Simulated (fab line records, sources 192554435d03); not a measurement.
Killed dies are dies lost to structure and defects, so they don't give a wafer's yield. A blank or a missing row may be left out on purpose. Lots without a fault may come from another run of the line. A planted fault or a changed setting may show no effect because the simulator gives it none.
fab line records | flow n5_finfet
record lots=24 wafers=72 last_day=17
route steps=1938 shown PMOS_HMC_CHANNEL_EPI@81 FIN_SAQP@99
lots that met no fault: from a run of the same line without faults
start_h: hours from the record's first day to the start of the lot's first wafer shown | wait_h: hours since the lot's step before | " the same as in the row above | L1.1+2: a row that stands for several wafers | - no value, or no start given | * or withheld: withheld | < > ~ a bound
route shown NAME@n: a module of which the file shows steps, and the number in the route of the first | usual: mean/standard deviation of fault-free wafers | same: alike in all rows | chamber/n: place in a boat | sites: the reading at each site | _std_site: their standard deviation | _edge_site: outer sites' mean less inner sites' | radius_mm: how far each site lies from the wafer's centre | mask NAME#n: copy n | behind: the tool/chamber that last shaped the wafer | hold: why the lot was held/for how many hours/how that ended | device: the transistor (n, p or np) that didn't switch | end of line: the same wafers' tests at the end of the route | a step without rows: its recipe alone | killed: dies lost to structure and defects at the first sort, not the wafer's yield | map: a wafer's dies, x killed, . not, _ none there
set.NAME: the setting as run; set.NAME@STEP: as run at that earlier step | model.NAME: the simulator's own value behind a step, which no gauge read
steps of the route over a sample of lots; a table a step, a row a wafer
services: from which hour (start_h, from the record's first day; less than 0 if before it) a tool's chamber was out of use, for how many hours, and why
## steps
# step N5_PMOS_HMC_CHANNEL_EPI_CMP_21
# recipe material=SiGe30 post_cmp_clean=alkaline_brush target_thk_nm=54
# usual motor_current_A=12.4/1.2
# columns lot.wafer tool chamber start_h wait_h motor_current_A
L074.2 cmp-03 3 19.77 0.1 14.3
L074.3 " 1 " " 13.9
L074.5 " 3 " " 13.8
L075.4 cmp-01 1 25.46 0.0 11.0
L075.2 " 2 " " 11.9
L075.3 " 3 " " 11.3
L076.2 cmp-01 3 31.83 0.1 11.9
L076.1 " 0 " " 11.2
L076.5 " 3 " " 11.4
L077.1 cmp-03 2 37.91 0.1 13.8
L077.2 " 3 " " 13.9
L077.3 " 0 " " 12.1
L078.2 cmp-01 2 43.66 0.0 12.4
L078.3 " 0 " " 11.0
L078.6 " 3 " " 11.9
L079.4 cmp-01 0 50.12 0.1 10.8
L079.1 " 1 " " 12.0
L079.5 " 3 " " 11.8
L080.3 cmp-03 3 55.89 0.1 14.1
L080.2 " 0 " " 12.1
L080.6 " 2 " " 13.5
L081.1 cmp-03 0 61.15 0.0 12.6
L081.3 " 1 " " 13.7
L081.6 " 1 " " 14.1
L082.3 cmp-02 0 68.12 0.1 12.2
L082.2 " 1 " " 12.8
L082.5 " 2 " " 12.5
L083.2 cmp-01 0 73.14 0.0 11.2
L083.1 " 3 " " 11.7
L083.6 " 0 " " 11.2
L084.2 cmp-01 3 79.28 0.0 11.2
L084.3 " 2 " " 12.1
L084.6 " 3 " " 11.6
L085.3 cmp-03 3 85.19 0.0 13.7
L085.2 " 0 " " 11.8
L085.1 " 1 " " 13.7
L086.3 cmp-02 3 91.11 0.1 10.3
L086.5 " 1 " " 12.5
L086.6 " 2 " " 13.2
L087.3 cmp-01 1 97.19 0.0 11.9
L087.4 " 3 " " 11.6
L087.5 " 1 " " 11.8
L088.4 cmp-02 3 103.22 0.1 10.2
L088.1 " 0 " " 11.9
L088.5 " 3 " " 10.9
L089.2 cmp-01 1 109.55 0.1 11.1
L089.1 " 2 " " 12.1
L089.6 " 3 " " 11.5
L090.3 cmp-02 1 115.74 0.1 12.5
L090.4 " 2 " " 12.6
L090.5 " 0 " " 11.7
L091.2 cmp-03 1 121.37 0.1 14.7
L091.3 " 2 " " 13.5
L091.6 " 3 " " 14.9
L092.1 cmp-01 3 127.31 0.0 11.4
L092.2 " 1 " " 12.1
L092.5 " 0 " " 10.3
L093.2 cmp-03 3 134.15 0.1 13.4
L093.1 " 0 " " 11.7
L093.5 " 2 " " 13.2
L094.1 cmp-03 3 139.32 0.3 14.6
L094.2 " 0 " " 11.8
L094.4 " 2 " " 14.0
L095.1 cmp-02 2 145.35 0.0 13.3
L095.3 " 0 " " 11.9
L095.6 " 3 " " 11.1
L096.2 cmp-02 2 151.37 0.1 13.1
L096.6 " 0 " " 12.2
L096.5 " 1 " " 11.9
L097.1 cmp-03 3 157.62 0.1 13.2
L097.4 " 1 " " 14.5
L097.6 " 3 " " 14.2
# step N5_FIN_SAQP_PECVD_48
# recipe material=SiNx target_thk_a=250 temp_c=400 precursor=SiH4/NH3/N2 pressure_torr=1.5 rf_w=300 time_s=22.1
# usual heater_power_w=743/78 showerhead_plenum_p_Torr=5.14/0.079 throttle_valve_pct=40.2/1.3
# columns lot.wafer tool chamber start_h wait_h heater_power_w showerhead_plenum_p_Torr throttle_valve_pct
L074.2 pecvd-04 1 21.53 0.0 625 5.24 39.4
L074.3 " 0 " " 716 5.05 40.7
L074.5 " 1 " " 620 5.25 39.5
L075.2 pecvd-04 0 27.05 0.0 749 5.05 40.6
L075.3 " 2 " " 741 5.06 40.5
L075.4 " 0 " " 742 5.05 40.8
L076.1 pecvd-01 0 33.28 0.0 838 5.10 42.4
L076.2 " 1 " " 739 5.11 38.8
L076.5 " 1 " " 738 5.12 38.8
L077.1 pecvd-01 0 39.54 0.0 821 5.10 42.3
L077.2 " 2 " " 712 5.16 39.4
L077.3 " 0 " " 832 5.10 42.3
L078.2 pecvd-01 0 45.25 0.0 811 5.08 42.4
L078.3 " 1 " " 803 5.10 39.0
L078.6 " 1 " " 795 5.10 38.6
L079.1 pecvd-04 0 51.65 0.0 714 5.05 40.4
L079.4 " 1 " " 584 5.23 39.6
L079.5 " 2 " " 719 5.07 40.4
L080.2 pecvd-04 1 57.29 0.0 609 5.25 39.3
L080.3 " 2 " " 638 5.06 40.4
L080.6 " 2 " " 651 5.06 40.6
L081.1 pecvd-01 0 63.54 0.0 751 5.09 42.2
L081.3 " 2 " " 701 5.17 39.2
L081.6 " 1 " " 862 5.12 38.9
L082.2 pecvd-04 0 69.53 0.0 762 5.05 40.7
L082.3 " 2 " " 690 5.06 40.5
L082.5 " 0 " " 762 5.04 40.8
L083.1 pecvd-04 2 74.63 0.0 622 5.05 40.6
L083.2 " 0 " " 748 5.06 40.7
L083.6 " 0 " " 731 5.05 40.6
L084.2 pecvd-04 0 80.76 0.0 729 5.05 40.7
L084.3 " 1 " " 600 5.26 39.4
L084.6 " 2 " " 658 5.06 40.6
L085.1 pecvd-02 2 86.83 0.0 852 5.24 40.9
L085.2 " 1 " " 696 5.09 42.4
L085.3 " 0 " " 782 5.24 37.5
L086.3 pecvd-02 2 92.52 0.0 837 5.23 41.0
L086.5 " 1 " " 731 5.09 42.4
L086.6 " 0 " " 849 5.25 37.5
L087.3 pecvd-02 0 102.34 0.0 853 5.25 37.7
L087.4 " 2 " " 859 5.23 40.8
L087.5 " 2 " " 853 5.24 40.6
L088.1 pecvd-01 1 104.66 0.0 868 5.11 38.9
L088.4 " 0 " " 805 5.08 42.3
L088.5 " 2 " " 718 5.17 39.1
L089.1 pecvd-01 1 110.98 0.0 852 5.12 38.7
L089.2 " 2 " " 786 5.17 39.6
L089.6 " 2 " " 769 5.17 39.5
L090.3 pecvd-02 0 117.94 0.0 847 5.25 37.8
L090.4 " 2 " " 858 5.25 41.0
L090.5 " 2 " " 842 5.24 40.7
L091.2 pecvd-04 2 122.97 0.0 697 5.06 40.8
L091.3 " 0 " " 753 5.05 40.7
L091.6 " 0 " " 745 5.05 40.8
L092.1 pecvd-04 2 128.94 0.0 586 5.06 40.9
L092.2 " 1 " " 704 5.24 39.1
L092.5 " 0 " " 656 5.05 40.7
L093.1 pecvd-01 1 135.69 0.0 844 5.12 38.8
L093.2 " 2 " " 717 5.16 39.5
L093.5 " 0 " " 813 5.09 42.4
L094.1 pecvd-02 0 140.81 0.0 830 5.24 37.8
L094.2 " 2 " " 734 5.24 40.6
L094.4 " 2 " " 734 5.24 40.8
L095.1 pecvd-01 1 146.95 0.0 838 5.11 39.0
L095.3 " 0 " " 784 5.09 42.1
L095.6 " 2 " " 687 5.17 39.5
L096.2 pecvd-04 1 152.77 0.0 683 5.25 39.4
L096.5 " 2 " " 696 5.06 40.8
L096.6 " 0 " " 679 5.06 41.0
L097.1 pecvd-04 2 159.89 0.0 716 5.08 41.0
L097.4 " 1 " " 708 5.25 39.4
L097.6 " 2 " " 738 5.05 41.2
# step N5_FIN_SAQP_ETCH_65
# recipe chemistry=CF4 target=SiO2 target_depth_a=40 ion_energy_ev=350 time_s=4.4 pressure_mtorr=10 icp_w=800 bias_w=400 cf4_flow_sccm=80
# usual chamber_pressure_mTorr=10.001/0.0099 drypump_motor_current_A=5.7/0.45 oes_product_au=0.988/0.022 throttle_valve_pct=21.75/0.17
# columns lot.wafer tool chamber start_h wait_h chamber_pressure_mTorr drypump_motor_current_A oes_product_au rf_hours_counter_h throttle_valve_pct
L074.2 rie_si-05 3 24.60 0.1 9.993 5.9 0.993 64 21.80
L074.3 " 1 " " 10.004 6.4 0.979 62 21.64
L074.5 " 3 " " 9.991 5.9 0.986 - 21.82
L075.2 rie_si-04 3 30.00 0.1 10.001 5.5 0.990 161 21.59
L075.3 " 1 " " 10.011 5.6 0.995 15 21.71
L075.4 " 0 " " 9.986 6.1 0.969 127 21.92
L076.1 rie_si-05 1 36.15 0.1 9.999 6.4 0.988 62 21.62
L076.2 " 0 " " 10.013 6.3 1.012 4 21.47
L076.5 " 3 " " 10.000 5.9 0.997 - 21.81
L077.1 rie_si-06 3 42.47 0.1 9.998 5.3 0.991 102 21.78
L077.2 " 1 " " 10.020 4.9 1.004 30 21.48
L077.3 " 0 " " 9.990 5.5 1.024 88 22.02
L078.2 rie_si-06 3 48.12 0.1 9.988 5.3 0.987 102 21.78
L078.3 " 1 " " 10.019 4.9 0.997 30 21.48
L078.6 " 0 " " 9.993 5.5 1.022 - 22.00
L079.1 rie_si-06 0 55.71 0.1 9.991 5.5 1.019 88 22.00
L079.4 " 1 " " 9.994 4.9 1.000 - 21.50
L079.5 " 2 " " 10.012 4.8 1.017 - 21.77
L080.2 rie_si-06 1 60.09 0.1 9.996 4.9 1.005 30 21.49
L080.3 " 3 " " 10.004 5.3 0.994 102 21.76
L080.6 " 3 " " 10.016 5.3 0.986 - 21.78
L081.1 rie_si-06 0 66.41 0.1 9.998 5.5 1.018 89 22.00
L081.3 " 3 " " 10.011 5.3 0.984 102 21.78
L081.6 " 3 " " 10.002 5.3 0.998 - 21.79
L082.2 rie_si-06 3 72.46 0.1 9.995 5.3 0.993 102 21.78
L082.3 " 1 " " 9.993 5.0 1.004 30 21.48
L082.5 " 3 " " 10.011 5.3 0.996 - 21.78
L083.1 rie_si-04 1 77.89 0.1 10.000 5.6 1.000 16 21.71
L083.2 " 3 " " 9.996 5.5 1.000 162 21.60
L083.6 " 3 " " 10.000 5.5 0.982 - 21.62
L084.2 rie_si-04 0 85.07 0.1 10.004 6.0 0.949 128 21.94
L084.3 " 2 " " 9.978 5.7 0.947 153 21.88
L084.6 " 3 " " 10.008 5.5 0.997 - 21.59
L085.1 rie_si-05 2 90.32 0.1 9.999 5.7 0.953 42 21.85
L085.2 " 1 " " 10.012 6.4 0.988 63 21.63
L085.3 " 0 " " 10.002 6.3 1.002 5 21.47
L086.3 rie_si-05 2 96.29 0.1 9.997 5.7 0.961 42 21.87
L086.5 " 3 " " 9.993 5.9 1.008 - 21.81
L086.6 " 0 " " 10.006 6.3 1.003 - 21.47
L087.3 rie_si-05 0 106.13 0.1 9.997 6.3 1.009 5 21.48
L087.4 " 1 " " 9.983 6.4 0.984 64 21.62
L087.5 " 3 " " 10.022 5.9 0.988 - 21.79
L088.1 rie_si-05 2 107.70 0.1 9.993 5.7 0.945 42 21.87
L088.4 " 0 " " 9.988 6.3 1.008 5 21.47
L088.5 " 2 " " 9.994 5.7 0.956 - 21.87
L089.1 rie_si-05 2 114.57 0.1 10.005 5.7 0.960 42 21.87
L089.2 " 1 " " 9.990 6.4 0.987 64 21.62
L089.6 " 2 " " 10.014 5.7 0.968 - 21.86
L090.3 rie_si-05 0 121.21 0.1 9.996 6.3 1.022 6 21.48
L090.4 " 1 " " 10.015 6.4 0.999 64 21.62
L090.5 " 2 " " 10.005 5.7 0.970 - 21.86
L091.2 rie_si-06 1 126.03 0.1 10.006 4.9 1.008 31 21.49
L091.3 " 2 " " 10.005 4.9 0.995 1 21.39
L091.6 " 0 " " 10.000 5.5 1.019 - 21.99
L092.1 rie_si-05 1 131.69 0.1 10.002 6.4 0.978 64 21.62
L092.2 " 3 " " 10.007 5.9 0.986 66 21.79
L092.5 " 3 " " 9.998 5.9 0.988 - 21.81
L093.1 rie_si-04 2 138.83 0.1 9.996 5.7 0.955 154 21.88
L093.2 " 1 " " 9.983 5.6 0.995 17 21.71
L093.5 " 2 " " 10.006 5.7 0.955 - 21.89
L094.1 rie_si-04 1 143.61 0.1 9.996 5.6 0.999 17 21.71
L094.2 " 2 " " 10.011 5.7 0.944 154 21.87
L094.4 " 3 " " 9.997 5.5 1.004 163 21.61
L095.1 rie_si-04 3 149.97 0.1 10.000 5.5 1.000 163 21.61
L095.3 " 2 " " 10.001 5.7 0.941 154 21.89
L095.6 " 0 " " 10.011 6.1 0.956 - 21.94
L096.2 rie_si-04 2 155.71 0.1 10.007 5.7 0.954 154 21.89
L096.5 " 0 " " 10.011 6.1 0.972 - 21.95
L096.6 " 3 " " 9.994 5.5 0.999 - 21.61
L097.1 rie_si-04 0 162.72 0.1 9.994 6.1 0.955 129 21.94
L097.4 " 2 " " 9.980 5.7 0.948 - 21.86
L097.6 " 1 " " 9.995 5.6 1.009 - 21.72
# step N5_FIN_SAQP_RECESS_71
# recipe chemistry=HF/NH3 target=SiO2 target_depth_a=30 afs_cycles=1 temp_c=30 sublimation_temp_c=180 sublimation_time_s=60
# usual drypump_motor_current_A=5.42/0.21
# columns lot.wafer tool chamber start_h wait_h drypump_motor_current_A
L074.2 vapor_etch-01 0 25.32 0.0 5.17
L074.3 " 0 " " 5.18
L074.5 " 0 " " 5.19
L075.2 vapor_etch-01 1 30.90 0.2 5.70
L075.3 " 1 " " 5.70
L075.4 " 0 " " 5.17
L076.1 vapor_etch-01 0 36.96 0.0 5.18
L076.2 " 1 " " 5.68
L076.5 " 0 " " 5.15
L077.1 vapor_etch-01 1 43.19 0.0 5.72
L077.2 " 0 " " 5.17
L077.3 " 0 " " 5.16
L078.2 vapor_etch-01 0 48.86 0.0 5.15
L078.3 " 1 " " 5.70
L078.6 " 1 " " 5.68
L079.1 vapor_etch-01 0 56.43 0.0 5.16
L079.4 " 0 " " 5.18
L079.5 " 1 " " 5.70
L080.2 vapor_etch-02 1 60.96 0.0 5.29
L080.3 " 0 " " 5.50
L080.6 " 0 " " 5.51
L081.1 vapor_etch-02 0 67.14 0.0 5.53
L081.3 " 1 " " 5.27
L081.6 " 1 " " 5.31
L082.2 vapor_etch-01 1 73.18 0.0 5.70
L082.3 " 1 " " 5.70
L082.5 " 0 " " 5.14
L083.1 vapor_etch-02 0 78.73 0.1 5.53
L083.2 " 1 " " 5.31
L083.6 " 1 " " 5.26
L084.2 vapor_etch-02 0 85.79 0.0 5.51
L084.3 " 1 " " 5.32
L084.6 " 0 " " 5.50
L085.1 vapor_etch-02 1 91.04 0.0 5.28
L085.2 " 0 " " 5.53
L085.3 " 1 " " 5.28
L086.3 vapor_etch-01 1 97.05 0.1 5.69
L086.5 " 1 " " 5.69
L086.6 " 0 " " 5.17
L087.3 vapor_etch-02 0 107.05 0.1 5.50
L087.4 " 1 " " 5.28
L087.5 " 0 " " 5.46
L088.1 vapor_etch-02 0 108.46 0.0 5.52
L088.4 " 1 " " 5.31
L088.5 " 0 " " 5.51
L089.1 vapor_etch-01 0 115.31 0.0 5.17
L089.2 " 1 " " 5.70
L089.6 " 1 " " 5.69
L090.3 vapor_etch-02 1 121.99 0.1 5.26
L090.4 " 0 " " 5.51
L090.5 " 1 " " 5.28
L091.2 vapor_etch-02 1 126.76 0.0 5.29
L091.3 " 0 " " 5.51
L091.6 " 1 " " 5.30
L092.1 vapor_etch-01 0 132.45 0.0 5.18
L092.2 " 1 " " 5.68
L092.5 " 0 " " 5.17
L093.1 vapor_etch-01 0 139.55 0.0 5.16
L093.2 " 1 " " 5.70
L093.5 " 0 " " 5.16
L094.1 vapor_etch-02 1 144.40 0.0 5.30
L094.2 " 0 " " 5.50
L094.4 " 1 " " 5.31
L095.1 vapor_etch-01 1 150.92 0.0 5.69
L095.3 " 0 " " 5.16
L095.6 " 0 " " 5.15
L096.2 vapor_etch-01 1 156.44 0.0 5.68
L096.5 " 1 " " 5.70
L096.6 " 0 " " 5.15
L097.1 vapor_etch-02 0 163.45 0.0 5.51
L097.4 " 0 " " 5.52
L097.6 " 0 " " 5.52
# step N5_FIN_SAQP_SPACER2_ALD_28
# recipe material=SiO2 target_thk_a=81 temp_c=300 ald_precursor_family=BDEAS ald_co_reactant=O2-plasma pulse_time_s=1 purge_time_s=2 co_reactant_purge_time_s=2 pressure_torr=2
# usual heater_power_w=491/41 precursor_pulse_height_rel=1.000/0.022
# columns lot.wafer tool chamber start_h wait_h heater_power_w precursor_pulse_height_rel
L074.2 ald_sin-04 1 25.47 0.1 517 0.995
L074.3 " 0 " " 471 1.018
L074.5 " 2 " " 557 1.000
L075.2 ald_sin-04 0 31.05 0.1 467 0.994
L075.3 " 2 " " 537 1.000
L075.4 " 1 " " 487 0.977
L076.1 ald_sin-04 2 37.12 0.1 551 0.990
L076.2 " 0 " " 463 1.000
L076.5 " 1 " " 507 0.995
L077.1 ald_sin-01 0 43.34 0.1 491 0.961
L077.2 " 1 " " 495 0.996
L077.3 " 3 " " 502 0.999
L078.2 ald_sin-01 0 49.00 0.1 483 1.037
L078.3 " 3 " " 505 0.976
L078.6 " 1 " " 505 0.991
L079.1 ald_sin-01 1 56.57 0.1 478 0.997
L079.4 " 3 " " 517 0.984
L079.5 " 2 " " 409 1.007
L080.2 ald_sin-02 2 61.10 0.1 475 0.988
L080.3 " 0 " " 571 1.012
L080.6 " 3 " " 482 0.974
L081.1 ald_sin-04 0 68.03 0.9 465 0.950
L081.3 " 1 " " 511 0.972
L081.6 " 2 " " 545 1.013
L082.2 ald_sin-02 3 73.32 0.1 479 0.964
L082.3 " 2 " " 497 1.003
L082.5 " 2 " " 493 0.981
L083.1 ald_sin-04 0 78.87 0.1 468 1.023
L083.2 " 2 " " 544 1.015
L083.6 " 2 " " 553 0.959
L084.2 ald_sin-04 2 85.94 0.1 549 1.027
L084.3 " 1 " " 502 1.002
L084.6 " 0 " " 455 0.974
L085.1 ald_sin-04 1 91.19 0.1 516 1.018
L085.2 " 2 " " 540 1.035
L085.3 " 3 " " 434 1.017
L086.3 ald_sin-04 1 99.83 2.7 512 1.001
L086.5 " 1 " " 511 1.023
L086.6 " 2 " " 537 1.001
L087.3 ald_sin-02 2 107.15 0.1 481 1.033
L087.4 " 1 " " 471 1.026
L087.5 " 1 " " 460 1.026
L088.1 ald_sin-04 1 108.84 0.3 494 0.995
L088.4 " 2 " " 532 0.997
L088.5 " 2 " " 546 0.984
L089.1 ald_sin-04 2 115.95 0.6 534 0.953
L089.2 " 1 " " 513 1.035
L089.6 " 1 " " 500 0.994
L090.3 ald_sin-02 3 122.09 0.1 489 0.998
L090.4 " 1 " " 480 1.043
L090.5 " 0 " " 559 0.994
L091.2 ald_sin-02 0 126.90 0.1 556 1.001
L091.3 " 3 " " 493 0.968
L091.6 " 3 " " 485 1.038
L092.1 ald_sin-04 0 132.60 0.1 471 0.984
L092.2 " 2 " " 537 0.979
L092.5 " 2 " " 538 1.041
L093.1 ald_sin-02 1 139.69 0.1 480 1.005
L093.2 " 2 " " 493 0.970
L093.5 " 0 " " 564 0.990
L094.1 ald_sin-04 3 144.54 0.1 440 0.972
L094.2 " 2 " " 543 0.992
L094.4 " 2 " " 549 1.027
L095.1 ald_sin-01 2 151.07 0.1 437 1.062
L095.3 " 0 " " 442 1.010
L095.6 " 2 " " 436 0.953
L096.2 ald_sin-04 2 156.58 0.1 536 0.995
L096.5 " 2 " " 539 1.013
L096.6 " 1 " " 515 1.048
L097.1 ald_sin-02 2 163.69 0.2 495 1.003
L097.4 " 3 " " 481 1.024
L097.6 " 2 " " 477 0.991
# step N5_FIN_SAQP_CD_MEAS_31
# recipe target_cd_nm=8 landing_energy_ev=1000 detector=se_inlens polarity=line
# usual cd_nm=8.11/0.21
# columns lot.wafer tool chamber start_h wait_h cd_nm
L074.2 cd_sem-02 0 26.00 0.1 8.39
L074.3 " 0 " " 8.09
L074.5 " 0 " " 8.41
L075.2 cd_sem-02 0 31.57 0.1 8.05
L075.3 " 0 " " 8.20
L075.4 " 0 " " 8.37
L076.1 cd_sem-03 0 37.64 0.1 8.60
L076.2 " 0 " " 8.10
L076.5 " 0 " " 8.07
L077.1 cd_sem-03 0 43.86 0.1 8.00
L077.2 " 0 " " 7.97
L077.3 " 0 " " 8.30
L078.2 cd_sem-03 0 49.53 0.1 8.25
L078.3 " 0 " " 7.86
L078.6 " 0 " " 8.30
L079.1 cd_sem-03 0 57.09 0.1 8.40
L079.4 " 0 " " 8.09
L079.5 " 0 " " 8.37
L080.2 cd_sem-02 0 61.80 0.1 7.99
L080.3 " 0 " " 7.88
L080.6 " 0 " " 8.13
L081.1 cd_sem-03 0 68.55 0.1 8.28
L081.3 " 0 " " 8.08
L081.6 " 0 " " 7.88
L082.2 cd_sem-01 0 73.92 0.1 8.27
L082.3 " 0 " " 8.06
L082.5 " 0 " " 7.98
L083.1 cd_sem-03 0 79.39 0.1 8.21
L083.2 " 0 " " 8.10
L083.6 " 0 " " 7.93
L084.2 cd_sem-01 0 86.63 0.1 8.09
L084.3 " 0 " " 8.21
L084.6 " 0 " " 8.10
L085.1 cd_sem-03 0 91.71 0.1 8.18
L085.2 " 0 " " 8.51
L085.3 " 0 " " 8.05
L086.3 cd_sem-02 0 100.36 0.1 8.16
L086.5 " 0 " " 8.37
L086.6 " 0 " " 8.19
L087.3 cd_sem-03 0 107.73 0.1 8.12
L087.4 " 0 " " 7.75
L087.5 " 0 " " 8.29
L088.1 cd_sem-02 0 109.38 0.1 8.12
L088.4 " 0 " " 8.34
L088.5 " 0 " " 8.38
L089.1 cd_sem-03 0 116.58 0.1 7.87
L089.2 " 0 " " 7.98
L089.6 " 0 " " 8.06
L090.3 cd_sem-02 0 122.67 0.1 8.13
L090.4 " 0 " " 8.15
L090.5 " 0 " " 7.97
L091.2 cd_sem-01 0 127.43 0.1 8.02
L091.3 " 0 " " 8.11
L091.6 " 0 " " 7.88
L092.1 cd_sem-03 0 133.12 0.1 8.58
L092.2 " 0 " " 8.35
L092.5 " 0 " " 8.18
L093.1 cd_sem-01 0 140.26 0.1 8.15
L093.2 " 0 " " 8.06
L093.5 " 0 " " 7.99
L094.1 cd_sem-01 0 145.15 0.1 8.03
L094.2 " 0 " " 7.99
L094.4 " 0 " " 7.95
L095.1 cd_sem-03 0 151.59 0.1 8.06
L095.3 " 0 " " 7.95
L095.6 " 0 " " 8.08
L096.2 cd_sem-01 0 157.11 0.1 8.27
L096.5 " 0 " " 8.13
L096.6 " 0 " " 8.25
L097.1 cd_sem-03 0 164.21 0.1 7.90
L097.4 " 0 " " 8.08
L097.6 " 0 " " 8.30
## services
# columns tool chamber start_h hours kind
rie_si-06 - -3.63 14.6 pm
rie_si-05 1 -3.46 3.0 repair
cmp-03 - 9.91 6.4 repair
ald_sin-02 - 12.57 6.1 pm
cmp-01 - 16.64 5.0 pm
ald_sin-04 1 17.67 2.6 repair
rie_si-04 - 28.21 0.3 repair
pecvd-01 0 47.89 7.9 repair
pecvd-01 2 48.73 13.4 repair
rie_si-06 3 50.66 8.2 repair
ald_sin-02 - 50.88 1.8 repair
rie_si-04 - 59.68 0.6 repair
cmp-01 - 62.62 4.0 pm
cmp-03 - 67.46 6.0 pm
ald_sin-02 0 76.05 8.1 repair
cmp-03 - 79.05 1.3 repair
cmp-01 - 86.09 5.9 pm
ald_sin-02 - 95.70 6.0 pm
rie_si-06 3 110.16 8.1 repair
rie_si-06 - 110.21 2.8 pm
vapor_etch-01 - 111.01 2.8 pm
ald_sin-02 3 123.38 3.3 repair
ald_sin-04 1 137.93 12.3 repair
rie_si-04 3 161.85 2.6 repair
## key
fault none
